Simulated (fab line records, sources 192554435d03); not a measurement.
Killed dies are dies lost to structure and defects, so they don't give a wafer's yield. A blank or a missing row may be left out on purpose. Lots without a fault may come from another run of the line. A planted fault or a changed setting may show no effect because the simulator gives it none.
Chamber matching | flow n5_finfet | N5_DUMMY_GATE_HM_OPEN_21 on rie_diel-03: 4 sister chambers
The step chemistry CH3F/O2, target SiNx, target depth 120 nm, time 171.4 s. 22 wafers are shown with their chamber, then 11 later ones without.

WAFERS WITH THEIR CHAMBER
wafer  | chamber | showerhead_plenum_p_Torr (Torr) | drypump_motor_current_A (A) | oes_product_au (a.u.)
L074.2 | 2       | 2.09                            | 5.1                         | 0.69
L074.3 | 1       | 2.03                            | 5.1                         | 0.80
L074.5 | 3       | 2.12                            | 5.6                         | 0.79
L076.1 | 2       | 2.09                            | 5.1                         | 0.68
L076.3 | 1       | 2.03                            | 5.1                         | 0.79
L076.5 | 1       | 2.03                            | 5.1                         | 0.80
L078.3 | 2       | 2.09                            | 5.0                         | 0.68
L078.5 | 3       | 2.11                            | 5.6                         | 0.79
L078.6 | 2       | 2.09                            | 5.1                         | 0.68
L079.2 | 3       | 2.11                            | 5.6                         | 0.79
L079.5 | 3       | 2.11                            | 5.6                         | 0.79
L079.6 | 2       | 2.09                            | 5.1                         | 0.68
L081.1 | 0       | 1.98                            | 5.5                         | 0.91
L081.4 | 2       | 2.09                            | 5.1                         | 0.68
L081.6 | 2       | 2.09                            | 5.1                         | 0.68
L084.1 | 1       | 2.03                            | 5.1                         | 0.78
L084.5 | 3       | 2.11                            | 5.6                         | 0.79
L084.6 | 2       | 2.08                            | 5.1                         | 0.67
L085.2 | 3       | 2.11                            | 5.6                         | 0.78
L085.3 | 1       | 2.03                            | 5.1                         | 0.78
L085.5 | 3       | 2.11                            | 5.6                         | 0.79
L087.2 | 3       | 2.11                            | 5.6                         | 0.78

SIGNATURES (means of the wafers above)
reading                  | chamber 0 | chamber 1 | chamber 2 | chamber 3 | scatter within a chamber
showerhead_plenum_p_Torr | 1.9800    | 2.0300    | 2.0888    | 2.1113    | 0.00312
drypump_motor_current_A  | 5.500     | 5.100     | 5.087     | 5.600     | 0.022
oes_product_au           | 0.9100    | 0.7900    | 0.6800    | 0.7875    | 0.00645
Rule: a wafer's distance from a chamber is the root of the sum, over the readings, of the square of ((its reading less the chamber's mean) divided by the reading's scatter). The wafer belongs to the nearest chamber; if the next one is less than 2 further off, it can't be placed. The scatter: the root of (the sum of the squares of (reading less its chamber's mean) over the shown wafers, divided by (wafers less chambers)).

WAFERS WITHOUT THEIR CHAMBER
wafer  | showerhead_plenum_p_Torr (Torr) | drypump_motor_current_A (A) | oes_product_au (a.u.)
L087.3 | 2.08                            | 5.1                         | 0.67
L087.5 | 2.02                            | 5.1                         | 0.77
L090.1 | 2.11                            | 5.6                         | 0.77
L090.3 | 1.97                            | 5.5                         | 0.87
L090.4 | 2.02                            | 5.1                         | 0.76
L094.2 | 1.97                            | 5.5                         | 0.85
L094.4 | 2.10                            | 5.6                         | 0.77
L094.5 | 2.02                            | 5.1                         | 0.77
L097.1 | 1.97                            | 5.5                         | 0.86
L097.5 | 2.08                            | 5.1                         | 0.66
L097.6 | 2.02                            | 5.1                         | 0.76

WHICH CHAMBER EACH WENT THROUGH
wafer  | from the rows above | in truth
L087.3 | 2                   | 2
L087.5 | 1                   | 1
L090.1 | 3                   | 3
L090.3 | 0                   | 0
L090.4 | 1                   | 1
L094.2 | 0                   | 0
L094.4 | 3                   | 3
L094.5 | 1                   | 1
L097.1 | 0                   | 0
L097.5 | 2                   | 2
L097.6 | 1                   | 1
Placed correctly: 11 of 11. Can't be placed from these rows: 0. Placed wrongly: 0.
